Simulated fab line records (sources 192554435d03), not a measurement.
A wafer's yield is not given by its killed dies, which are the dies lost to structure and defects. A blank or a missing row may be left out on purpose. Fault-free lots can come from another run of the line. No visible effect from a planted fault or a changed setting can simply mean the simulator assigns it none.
fab line records ; flow n5_finfet ; part 1 of 2: steps 1 to 22 of 26
[record] lots = 5; wafers = 15; last_day = 16
route steps=1938 shown MOL_CONTACT_COAG@593
lots that met no fault: from a run of the same line without faults
start_h: hours from the record's opening day to when the first of the lot's shown wafers began ; wait_h: hours elapsed since this lot's preceding step ; " identical to the entry in the row above ; L1.1+2: one row covering several wafers at once ; - value missing, or start not given ; * or withheld: withheld ; < > ~ a bound
route shown NAME@n: NAME is a module with steps in the file, n the number in the route of the first one ; usual: mean/standard deviation of fault-free wafers ; same: alike in all rows ; chamber/n: place in a boat ; sites: per-site readings ; _std_site: the values' standard deviation ; _edge_site: the outer-site mean with the inner-site mean subtracted ; radius_mm: for every site, how far away it sits from the centre of the wafer ; mask NAME#n: copy n ; behind: the last tool/chamber to shape the wafer ; hold: the reason the lot was held/the length of the hold in hours/how it ended ; device: the n, p or np transistor that did not switch ; end of line: at the end of the route, the tests of the same wafers ; a step with no rows: only its recipe ; killed: dies that structure and defects cost at the first sort, which is not the same as the wafer's yield ; map: a wafer's dies, x killed, . not, _ none there
set.NAME: the setting that was run; set.NAME@STEP: the one run at that earlier step ; model.NAME: the simulator's own value behind a step, which no gauge read
lots at some steps of the route; a table a step, a row a wafer
services: a tool's chamber out of use, with start hour (start_h, from the record's first day; less than 0 if before it), hours out, and reason
[[steps]]
[step N5_MOL_CONTACT_COAG_COAT_62]
[recipe] resist = SOC; temp_c = 250; time_s = 60; spin_rpm = 1500; resist_thk_nm = 60
lot.wafer;tool;chamber;start_h;wait_h
L079.1+2+5;litho_track-03;0;137.80;0.0
L080.1+2+6;litho_track-04;0;140.16;0.0
L081.2+3+4;litho_track-03;0;143.33;0.0
L082.1+4+5;litho_track-03;0;150.67;0.0
L089.2+3+6;litho_track-04;0;194.85;0.0
[step N5_MOL_CONTACT_COAG_COAT_63]
[recipe] resist = SiARC; temp_c = 220; time_s = 60; spin_rpm = 1500; resist_thk_nm = 10
lot.wafer;tool;chamber;start_h;wait_h
L079.1+2+5;litho_track-03;0;-;-
L080.1+2+6;litho_track-04;0;-;-
L081.2+3+4;litho_track-03;0;-;-
L082.1+4+5;litho_track-03;0;-;-
L089.2+3+6;litho_track-04;0;-;-
[step N5_MOL_CONTACT_COAG_COAT_64]
[recipe] resist = underlayer; temp_c = 205; time_s = 60; spin_rpm = 1500; resist_thk_nm = 10
lot.wafer;tool;chamber;start_h;wait_h
L079.1+2+5;litho_track-03;0;-;-
L080.1+2+6;litho_track-04;0;-;-
L081.2+3+4;litho_track-03;0;-;-
L082.1+4+5;litho_track-03;0;-;-
L089.2+3+6;litho_track-04;0;-;-
[step N5_MOL_CONTACT_COAG_COAT_34]
[recipe] resist = CAR-EUV; spin_rpm = 1500; resist_thk_nm = 40
lot.wafer;tool;chamber;start_h;wait_h
L079.1+2+5;litho_track-03;0;-;-
L080.1+2+6;litho_track-04;0;-;-
L081.2+3+4;litho_track-03;0;-;-
L082.1+4+5;litho_track-03;0;-;-
L089.2+3+6;litho_track-04;0;-;-
[step N5_MOL_CONTACT_COAG_EBR_36]
[recipe] solvent = PGMEA; ebr_width_mm = 1.5
lot.wafer;tool;chamber;start_h;wait_h
L079.1+2+5;litho_track-03;0;-;-
L080.1+2+6;litho_track-04;0;-;-
L081.2+3+4;litho_track-03;0;-;-
L082.1+4+5;litho_track-03;0;-;-
L089.2+3+6;litho_track-04;0;-;-
[step N5_MOL_CONTACT_COAG_SOFTBAKE_35]
[recipe] temp_c = 110; time_s = 60; resist = CAR-EUV
lot.wafer;tool;chamber;start_h;wait_h
L079.1+2+5;litho_track-03;0;-;-
L080.1+2+6;litho_track-04;0;-;-
L081.2+3+4;litho_track-03;0;-;-
L082.1+4+5;litho_track-03;0;-;-
L089.2+3+6;litho_track-04;0;-;-
[step N5_MOL_CONTACT_COAG_EXPOSE_37]
[recipe] mask_id = VD; na = 0.33; source_shape = annular; sigma_inner = 0.3; sigma_outer = 0.7; polarization = unpolarized; defocus_nm = 0; dose_mj = 62
[usual] stage_msd_nm = 0.809/0.0088
lot.wafer;tool;chamber;start_h;wait_h;mask;stage_msd_nm
L079.1;euv_scanner-01;0;138.06;-;VD#0;0.811
L079.2;euv_scanner-01;0;138.06;-;VD#0;0.810
L079.5;euv_scanner-01;0;138.06;-;VD#0;0.809
L080.1;euv_scanner-02;0;140.42;-;VD#0;0.800
L080.2;euv_scanner-02;0;140.42;-;VD#0;0.801
L080.6;euv_scanner-02;0;140.42;-;VD#0;0.802
L081.2;euv_scanner-01;0;143.60;-;VD#0;0.813
L081.3;euv_scanner-01;0;143.60;-;VD#0;0.808
L081.4;euv_scanner-01;0;143.60;-;VD#0;0.812
L082.1;euv_scanner-02;0;150.94;-;VD#0;0.805
L082.4;euv_scanner-02;0;150.94;-;VD#0;0.804
L082.5;euv_scanner-02;0;150.94;-;VD#0;0.802
L089.2;euv_scanner-01;0;194.99;-;VD#0;0.811
L089.3;euv_scanner-01;0;194.99;-;VD#0;0.809
L089.6;euv_scanner-01;0;194.99;-;VD#0;0.811
[step N5_MOL_CONTACT_COAG_PEB_38]
[recipe] peb_temp_c = 100; peb_time_s = 60; resist = CAR-EUV
lot.wafer;tool;chamber;start_h;wait_h
L079.1+2+5;litho_track-03;0;138.13;0.1
L080.1+2+6;litho_track-04;0;140.50;0.1
L081.2+3+4;litho_track-01;0;143.67;0.1
L082.1+4+5;litho_track-01;0;151.02;0.1
L089.2+3+6;litho_track-03;0;195.06;0.1
[step N5_MOL_CONTACT_COAG_DEVELOP_39]
[recipe] develop_time_s = 30; developer = TMAH; resist = CAR-EUV; rinse_liquid = surfactant_rinse; dry = air_spin; dev_temp_c = 23
[usual] developer_temp_C = 23.03/0.11
lot.wafer;tool;chamber;start_h;wait_h;developer_temp_C
L079.1;litho_track-03;0;-;-;23.10
L079.2;litho_track-03;0;-;-;23.09
L079.5;litho_track-03;0;-;-;23.19
L080.1;litho_track-04;0;-;-;23.15
L080.2;litho_track-04;0;-;-;22.79
L080.6;litho_track-04;0;-;-;22.96
L081.2;litho_track-01;0;-;-;23.01
L081.3;litho_track-01;0;-;-;23.08
L081.4;litho_track-01;0;-;-;23.16
L082.1;litho_track-01;0;-;-;22.85
L082.4;litho_track-01;0;-;-;23.00
L082.5;litho_track-01;0;-;-;23.03
L089.2;litho_track-03;0;-;-;22.95
L089.3;litho_track-03;0;-;-;22.97
L089.6;litho_track-03;0;-;-;23.11
[step N5_MOL_CONTACT_COAG_CD_MEAS_40]
[recipe] target_cd_nm = 25.1; landing_energy_ev = 500; detector = se_inlens; polarity = opening
[usual] cd_nm = 25.07/0.24
lot.wafer;tool;chamber;start_h;wait_h;cd_nm
L079.1;cd_sem-01;0;138.20;-;25.20
L079.2;cd_sem-01;0;138.20;-;25.26
L079.5;cd_sem-01;0;138.20;-;24.95
L080.1;cd_sem-01;0;140.57;-;24.67
L080.2;cd_sem-01;0;140.57;-;24.82
L080.6;cd_sem-01;0;140.57;-;24.77
L081.2;cd_sem-02;0;143.74;-;25.06
L081.3;cd_sem-02;0;143.74;-;25.42
L081.4;cd_sem-02;0;143.74;-;25.19
L082.1;cd_sem-03;0;151.09;-;24.99
L082.4;cd_sem-03;0;151.09;-;24.48
L082.5;cd_sem-03;0;151.09;-;25.04
L089.2;cd_sem-01;0;195.13;-;24.80
L089.3;cd_sem-01;0;195.13;-;25.31
L089.6;cd_sem-01;0;195.13;-;25.21
[step N5_MOL_CONTACT_COAG_OVL_MEAS_41]
[recipe] points_per_wafer = 522
[usual] VD_OVL = 0.3/0.62
[same] points_per_wafer = 522
lot.wafer;tool;chamber;start_h;wait_h;VD_OVL[nm]
L079.1;overlay-01;0;138.23;0.0;0.1
L079.2;overlay-01;0;138.23;0.0;-0.4
L079.5;overlay-01;0;138.23;0.0;-0.6
L080.1;overlay-01;0;140.60;0.0;0.9
L080.2;overlay-01;0;140.60;0.0;-0.1
L080.6;overlay-01;0;140.60;0.0;0.2
L081.2;overlay-01;0;143.77;0.0;0.4
L081.3;overlay-01;0;143.77;0.0;0.5
L081.4;overlay-01;0;143.77;0.0;0.7
L082.1;overlay-01;0;151.12;0.0;0.3
L082.4;overlay-01;0;151.12;0.0;0.3
L082.5;overlay-01;0;151.12;0.0;0.8
L089.2;overlay-02;0;195.17;0.0;0.3
L089.3;overlay-02;0;195.17;0.0;0.4
L089.6;overlay-02;0;195.17;0.0;0.8
[step N5_MOL_CONTACT_COAG_INSPECT_42]
[recipe] mode = adi; inspect_instrument = brightfield
[usual] raw_defect_count = 194/50
lot.wafer;tool;chamber;start_h;wait_h;raw_defect_count
L079.1;defect_inspect-02;-;138.29;0.1;255
L079.2;defect_inspect-02;-;138.29;0.1;247
L079.5;defect_inspect-02;-;138.29;0.1;172
L080.1;defect_inspect-02;-;140.66;0.1;199
L080.2;defect_inspect-02;-;140.66;0.1;213
L080.6;defect_inspect-02;-;140.66;0.1;269
L081.2;defect_inspect-02;-;143.83;0.0;102
L081.3;defect_inspect-02;-;143.83;0.0;170
L081.4;defect_inspect-02;-;143.83;0.0;167
L082.1;defect_inspect-01;-;151.17;0.1;246
L082.4;defect_inspect-01;-;151.17;0.1;194
L082.5;defect_inspect-01;-;151.17;0.1;202
L089.2;defect_inspect-02;-;195.22;0.0;123
L089.3;defect_inspect-02;-;195.22;0.0;170
L089.6;defect_inspect-02;-;195.22;0.0;179
[step N5_MOL_CONTACT_COAG_DESCUM_45]
[recipe] chemistry = O2; time_s = 7; source_power_w = 50; bias_power_w = 20; pressure_mtorr = 20; rf_frequency_hz = 2.712e+07; temp_c = 40; resist = CAR-EUV; o2_flow_sccm = 225
[usual] drypump_motor_current_A = 5.9/0.51; oes_product_au = 0.79/0.095; rf_vpp_V = 243.3/1.5; showerhead_plenum_p_Torr = 2.10/0.078; throttle_valve_pct = 20.42/0.19
lot.wafer;tool;chamber;start_h;wait_h;drypump_motor_current_A;oes_product_au;rf_hours_counter_h;rf_vpp_V;showerhead_plenum_p_Torr;throttle_valve_pct
L079.1;rie_diel-02;1;138.60;0.3;6.3;0.73;203;243.4;2.15;20.28
L079.2;rie_diel-02;3;138.60;0.3;5.6;0.75;161;243.1;2.09;20.37
L079.5;rie_diel-02;2;138.60;0.3;5.2;0.71;-;243.6;2.17;20.82
L080.1;rie_diel-02;0;140.69;0.0;5.3;0.73;192;241.2;2.01;20.41
L080.2;rie_diel-02;1;140.69;0.0;6.3;0.72;204;243.7;2.15;20.26
L080.6;rie_diel-02;0;140.69;0.0;5.3;0.72;-;242.2;2.01;20.41
L081.2;rie_diel-04;1;143.86;0.0;6.3;0.68;239;243.0;2.07;20.39
L081.3;rie_diel-04;2;143.86;0.0;5.6;0.72;213;240.6;1.98;20.54
L081.4;rie_diel-04;0;143.86;0.0;6.7;0.68;242;242.2;1.98;20.80
L082.1;rie_diel-04;0;151.28;0.1;6.7;0.68;245;242.2;1.98;20.79
L082.4;rie_diel-04;1;151.28;0.1;6.3;0.68;242;241.2;2.07;20.39
L082.5;rie_diel-04;1;151.28;0.1;6.3;0.68;-;241.6;2.07;20.39
L089.2;rie_diel-04;0;195.43;0.2;6.7;0.95;6;245.1;2.24;20.45
L089.3;rie_diel-04;2;195.43;0.2;5.6;0.70;236;241.1;1.97;20.57
L089.6;rie_diel-04;3;195.43;0.2;6.4;0.89;-;244.4;2.13;20.48
[step N5_MOL_CONTACT_COAG_ETCH_65]
[recipe] chemistry = N2/H2; target = underlayer; target_depth_a = 130; mask_material = CAR-EUV; time_s = 10.4; ion_energy_ev = 200; pressure_mtorr = 30; source_w = 840; bias_w = 150; n2_flow_sccm = 200; h2_flow_sccm = 200; ends = cleared
[usual] bias_w = 150.0/0.41; drypump_motor_current_A = 5.9/0.51; etch_rf_on_time_s = 10.35/0.26; oes_product_au = 0.67/0.081; rf_vpp_V = 524.0/2.7; showerhead_plenum_p_Torr = 2.55/0.098; throttle_valve_pct = 17.84/0.25
lot.wafer;tool;chamber;start_h;wait_h;bias_w;drypump_motor_current_A;etch_rf_on_time_s;oes_product_au;rf_hours_counter_h;rf_vpp_V;showerhead_plenum_p_Torr;throttle_valve_pct
L079.1;rie_diel-02;1;138.64;0.0;150.7;6.3;10.46;0.62;203;528.0;2.63;17.89
L079.2;rie_diel-02;3;138.64;0.0;150.0;5.6;9.79;0.65;161;523.5;2.54;17.83
L079.5;rie_diel-02;2;138.64;0.0;150.4;5.2;10.43;0.60;-;525.0;2.64;18.36
L080.1;rie_diel-02;0;140.73;0.0;150.3;5.3;10.42;0.61;192;521.0;2.40;17.57
L080.2;rie_diel-02;1;140.73;0.0;150.1;6.3;10.48;0.61;204;526.2;2.63;17.90
L080.6;rie_diel-02;0;140.73;0.0;149.6;5.3;10.57;0.61;-;521.6;2.40;17.59
L081.2;rie_diel-04;1;143.90;0.0;150.1;6.3;10.12;0.59;239;524.6;2.50;17.73
L081.3;rie_diel-04;2;143.90;0.0;150.0;5.6;10.68;0.61;213;520.2;2.42;17.97
L081.4;rie_diel-04;0;143.90;0.0;150.4;6.7;10.41;0.58;242;519.4;2.41;18.26
L082.1;rie_diel-04;0;151.31;0.0;150.1;6.7;10.63;0.57;245;519.5;2.41;18.28
L082.4;rie_diel-04;1;151.31;0.0;150.3;6.3;10.28;0.59;242;523.8;2.50;17.75
L082.5;rie_diel-04;1;151.31;0.0;150.6;6.3;10.32;0.58;-;522.5;2.50;17.74
L089.2;rie_diel-04;0;195.47;0.0;149.9;6.7;10.35;0.80;6;528.6;2.73;17.85
L089.3;rie_diel-04;2;195.47;0.0;150.5;5.6;10.84;0.59;236;519.8;2.41;18.03
L089.6;rie_diel-04;3;195.47;0.0;149.8;6.4;10.38;0.75;-;524.8;2.58;17.83
[step N5_MOL_CONTACT_COAG_ETCH_66]
[recipe] chemistry = CF4; target = SiARC; target_depth_a = 130; mask_material = CAR-EUV; time_s = 21.7; ion_energy_ev = 80; pressure_mtorr = 40; source_w = 545; bias_w = 36; Ar_flow_sccm = 100; cf4_flow_sccm = 100; ends = cleared
[usual] bias_w = 36.01/0.11; drypump_motor_current_A = 5.9/0.51; etch_rf_on_time_s = 21.7/0.5; oes_product_au = 0.67/0.081; rf_vpp_V = 184.1/1.3; showerhead_plenum_p_Torr = 2.14/0.077; throttle_valve_pct = 15.59/0.2
lot.wafer;tool;chamber;start_h;wait_h;bias_w;drypump_motor_current_A;etch_rf_on_time_s;oes_product_au;rf_hours_counter_h;rf_vpp_V;showerhead_plenum_p_Torr;throttle_valve_pct
L079.1;rie_diel-02;1;138.66;0.0;35.98;6.2;22.3;0.61;203;184.9;2.21;15.58
L079.2;rie_diel-02;3;138.66;0.0;36.16;5.6;20.9;0.64;161;182.8;2.14;15.56
L079.5;rie_diel-02;2;138.66;0.0;36.00;5.2;22.1;0.61;-;186.5;2.20;15.94
L080.1;rie_diel-02;0;140.75;0.0;36.08;5.3;22.0;0.61;192;182.4;2.04;15.50
L080.2;rie_diel-02;1;140.75;0.0;36.04;6.2;22.0;0.61;204;184.1;2.21;15.59
L080.6;rie_diel-02;0;140.75;0.0;35.89;5.3;21.9;0.61;-;184.2;2.04;15.52
L081.2;rie_diel-04;1;143.91;0.0;36.02;6.3;21.1;0.59;239;184.1;2.11;15.60
L081.3;rie_diel-04;2;143.91;0.0;36.00;5.6;22.4;0.61;213;183.2;2.03;15.77
L081.4;rie_diel-04;0;143.91;0.0;36.25;6.7;21.7;0.58;242;182.1;2.02;15.98
L082.1;rie_diel-04;0;151.33;0.0;35.83;6.7;21.7;0.58;245;183.9;2.02;15.98
L082.4;rie_diel-04;1;151.33;0.0;35.83;6.3;21.1;0.59;242;184.2;2.10;15.61
L082.5;rie_diel-04;1;151.33;0.0;35.99;6.3;21.1;0.59;-;183.2;2.10;15.60
L089.2;rie_diel-04;0;195.49;0.0;35.95;6.7;21.8;0.79;6;185.3;2.27;15.49
L089.3;rie_diel-04;2;195.49;0.0;35.96;5.6;22.5;0.59;236;183.0;2.02;15.83
L089.6;rie_diel-04;3;195.49;0.0;36.10;6.4;21.7;0.75;-;184.2;2.18;15.63
[step N5_MOL_CONTACT_COAG_ALD_133]
[recipe] material = SiO2; target_thk_a = 50; temp_c = 100; ald_precursor_family = BDEAS; ald_co_reactant = O2-plasma; pulse_time_s = 1; co_reactant_pulse_time_s = 1; purge_time_s = 2; co_reactant_purge_time_s = 2; ald_cycles = 35; pressure_torr = 2
[usual] heater_power_w = 81/9.6; precursor_pulse_height_rel = 1.002/0.02
lot.wafer;tool;chamber;start_h;wait_h;heater_power_w;precursor_pulse_height_rel
L079.1;ald_sin-04;3;138.74;0.1;81;1.038
L079.2;ald_sin-04;2;138.74;0.1;103;1.032
L079.5;ald_sin-04;0;138.74;0.1;90;0.998
L080.1;ald_sin-04;1;140.83;0.1;74;1.003
L080.2;ald_sin-04;2;140.83;0.1;102;0.998
L080.6;ald_sin-04;2;140.83;0.1;102;0.979
L081.2;ald_sin-04;0;143.99;0.1;93;0.995
L081.3;ald_sin-04;2;143.99;0.1;104;0.988
L081.4;ald_sin-04;3;143.99;0.1;81;0.994
L082.1;ald_sin-01;0;151.41;0.1;83;1.025
L082.4;ald_sin-01;2;151.41;0.1;81;1.025
L082.5;ald_sin-01;1;151.41;0.1;85;1.002
L089.2;ald_sin-02;1;195.57;0.1;78;1.033
L089.3;ald_sin-02;2;195.57;0.1;79;1.027
L089.6;ald_sin-02;3;195.57;0.1;71;1.025
[step N5_MOL_CONTACT_COAG_ETCHBACK_134]
[recipe] chemistry = CHF3; target = SiO2; target_depth_a = 100; time_s = 6.7; ion_energy_ev = 200; pressure_mtorr = 30; source_w = 610; bias_w = 170; Ar_flow_sccm = 200; CHF3_flow_sccm = 50
[usual] bias_w = 170.0/0.49; drypump_motor_current_A = 5.8/0.48; oes_product_au = 0.77/0.091; rf_vpp_V = 528/12; showerhead_plenum_p_Torr = 2.38/0.089; throttle_valve_pct = 18.71/0.22
lot.wafer;tool;chamber;start_h;wait_h;bias_w;drypump_motor_current_A;oes_product_au;rf_hours_counter_h;rf_vpp_V;showerhead_plenum_p_Torr;throttle_valve_pct
L079.1;rie_diel-04;3;139.00;0.2;169.7;6.4;0.91;19;540;2.45;18.79
L079.2;rie_diel-04;2;139.00;0.2;170.0;5.6;0.71;210;528;2.25;18.84
L079.5;rie_diel-04;2;139.00;0.2;169.1;5.6;0.71;-;527;2.26;18.85
L080.1;rie_diel-03;0;141.07;0.2;169.6;5.6;0.75;177;529;2.36;18.52
L080.2;rie_diel-03;2;141.07;0.2;170.1;5.5;0.81;84;535;2.40;18.46
L080.6;rie_diel-03;1;141.07;0.2;170.1;5.3;0.85;-;523;2.40;18.36
L081.2;rie_diel-04;2;144.17;0.1;170.0;5.6;0.71;213;527;2.25;18.86
L081.3;rie_diel-04;0;144.17;0.1;169.7;6.7;0.68;242;537;2.25;19.05
L081.4;rie_diel-04;3;144.17;0.1;170.3;6.4;0.91;22;541;2.45;18.81
L082.1;rie_diel-03;2;151.62;0.1;170.6;5.4;0.81;88;535;2.39;18.45
L082.4;rie_diel-03;3;151.62;0.1;169.9;5.7;0.70;248;495;2.26;19.00
L082.5;rie_diel-03;0;151.62;0.1;169.7;5.6;0.74;-;529;2.36;18.54
L089.2;rie_diel-02;1;195.75;0.1;170.4;6.2;0.71;220;543;2.46;18.74
L089.3;rie_diel-02;3;195.75;0.1;170.5;5.6;0.74;178;528;2.39;18.81
L089.6;rie_diel-02;3;195.75;0.1;170.4;5.6;0.74;-;529;2.39;18.82
[step N5_MOL_CONTACT_COAG_ETCH_67]
[recipe] chemistry = N2/H2; target = SOC; target_depth_a = 600; overetch_a = 210; mask_material = SiARC; temp_c = 40; time_s = 101.2; ion_energy_ev = 200; pressure_mtorr = 30; source_w = 840; bias_w = 150; n2_flow_sccm = 200; h2_flow_sccm = 200
[usual] bias_w = 150.0/0.45; drypump_motor_current_A = 5.8/0.48; oes_product_au = 0.65/0.073; rf_vpp_V = 523.7/2.7; showerhead_plenum_p_Torr = 2.54/0.098; throttle_valve_pct = 17.83/0.25
lot.wafer;tool;chamber;start_h;wait_h;bias_w;drypump_motor_current_A;oes_product_au;rf_hours_counter_h;rf_vpp_V;showerhead_plenum_p_Torr;throttle_valve_pct
L079.1;rie_diel-04;3;139.04;0.0;149.0;6.4;0.76;19;526.8;2.59;17.73
L079.2;rie_diel-04;2;139.04;0.0;150.0;5.6;0.60;210;520.4;2.42;17.94
L079.5;rie_diel-04;2;139.04;0.0;150.1;5.6;0.60;-;520.2;2.42;17.96
L080.1;rie_diel-03;0;141.10;0.0;150.2;5.7;0.62;177;524.1;2.55;17.91
L080.2;rie_diel-03;2;141.10;0.0;149.6;5.4;0.68;84;523.1;2.55;17.50
L080.6;rie_diel-03;1;141.10;0.0;149.4;5.3;0.71;-;523.5;2.59;17.50
L081.2;rie_diel-04;2;144.21;0.0;150.0;5.6;0.60;213;520.1;2.42;17.94
L081.3;rie_diel-04;0;144.21;0.0;150.7;6.7;0.58;242;519.5;2.41;18.21
L081.4;rie_diel-04;3;144.21;0.0;150.2;6.4;0.77;22;524.9;2.59;17.76
L082.1;rie_diel-03;2;151.65;0.0;149.9;5.4;0.68;88;524.3;2.55;17.49
L082.4;rie_diel-03;3;151.65;0.0;149.3;5.7;0.59;248;519.1;2.39;18.01
L082.5;rie_diel-03;0;151.65;0.0;150.0;5.6;0.62;-;523.6;2.54;17.90
L089.2;rie_diel-02;1;195.78;0.0;150.6;6.3;0.61;220;526.7;2.63;17.89
L089.3;rie_diel-02;3;195.78;0.0;150.2;5.6;0.61;178;523.2;2.53;17.82
L089.6;rie_diel-02;3;195.78;0.0;150.3;5.6;0.61;-;524.5;2.53;17.81
[step N5_MOL_CONTACT_COAG_STRIP_68]
[recipe] chemistry = N2/H2; temp_c = 40; n2_flow_sccm = 200; h2_flow_sccm = 200; rf_frequency_hz = 6e+07
lot.wafer;tool;chamber;start_h;wait_h
L079.1+2+5;rie_diel-04;3,2,2;139.11;0.0
L080.1+2+6;rie_diel-03;0,2,1;141.17;0.0
L081.2+3+4;rie_diel-04;2,0,3;144.28;0.0
L082.1+4+5;rie_diel-03;2,3,0;151.72;0.0
L089.2+3+6;rie_diel-02;1,3,3;195.85;0.0
[step N5_MOL_CONTACT_COAG_STRIP_69]
[recipe] chemistry = N2/H2; temp_c = 40; n2_flow_sccm = 200; h2_flow_sccm = 200; rf_frequency_hz = 6e+07
lot.wafer;tool;chamber;start_h;wait_h
L079.1+2+5;rie_diel-04;3,2,2;139.12;0.0
L080.1+2+6;rie_diel-03;0,2,1;141.18;0.0
L081.2+3+4;rie_diel-04;2,0,3;144.29;0.0
L082.1+4+5;rie_diel-03;2,3,0;151.73;0.0
L089.2+3+6;rie_diel-02;1,3,3;195.86;0.0
[step N5_MOL_CONTACT_COAG_ETCHBACK_136]
[recipe] chemistry = CHF3; target = SiO2; target_depth_a = 250; time_s = 16.7; ion_energy_ev = 200; pressure_mtorr = 30; source_w = 610; bias_w = 170; Ar_flow_sccm = 200; CHF3_flow_sccm = 50
[usual] bias_w = 169.9/0.45; drypump_motor_current_A = 5.8/0.48; oes_product_au = 0.77/0.092; rf_vpp_V = 528/12; showerhead_plenum_p_Torr = 2.38/0.089; throttle_valve_pct = 18.71/0.22
lot.wafer;tool;chamber;start_h;wait_h;bias_w;drypump_motor_current_A;oes_product_au;rf_hours_counter_h;rf_vpp_V;showerhead_plenum_p_Torr;throttle_valve_pct
L079.1;rie_diel-04;3;139.13;0.0;169.6;6.4;0.91;19;540;2.45;18.79
L079.2;rie_diel-04;2;139.13;0.0;169.8;5.6;0.70;210;529;2.25;18.84
L079.5;rie_diel-04;2;139.13;0.0;169.8;5.6;0.70;-;527;2.26;18.84
L080.1;rie_diel-03;0;141.19;0.0;169.8;5.6;0.75;177;529;2.36;18.53
L080.2;rie_diel-03;2;141.19;0.0;169.6;5.4;0.82;84;536;2.40;18.46
L080.6;rie_diel-03;1;141.19;0.0;168.7;5.3;0.85;-;524;2.40;18.35
L081.2;rie_diel-04;2;144.30;0.0;168.9;5.6;0.71;213;526;2.25;18.85
L081.3;rie_diel-04;0;144.30;0.0;170.0;6.7;0.69;242;537;2.25;19.05
L081.4;rie_diel-04;3;144.30;0.0;169.5;6.4;0.91;22;542;2.45;18.80
L082.1;rie_diel-03;2;151.74;0.0;169.4;5.4;0.81;88;535;2.39;18.45
L082.4;rie_diel-03;3;151.74;0.0;169.1;5.7;0.71;248;497;2.26;19.00
L082.5;rie_diel-03;0;151.74;0.0;169.9;5.6;0.74;-;528;2.36;18.55
L089.2;rie_diel-02;1;195.87;0.0;169.9;6.3;0.71;220;542;2.46;18.74
L089.3;rie_diel-02;3;195.87;0.0;169.1;5.6;0.73;178;529;2.39;18.81
L089.6;rie_diel-02;3;195.87;0.0;169.9;5.6;0.75;-;529;2.39;18.82
[step N5_MOL_CONTACT_COAG_STRIP_120]
[recipe] chemistry = CHF3; resist = SiARC; rf_frequency_hz = 6e+07
lot.wafer;tool;chamber;start_h;wait_h
L079.1+2+5;rie_diel-04;3,2,2;139.15;0.0
L080.1+2+6;rie_diel-03;0,2,1;141.22;0.0
L081.2+3+4;rie_diel-04;2,0,3;144.32;0.0
L082.1+4+5;rie_diel-03;2,3,0;151.77;0.0
L089.2+3+6;rie_diel-02;1,3,3;195.89;0.0
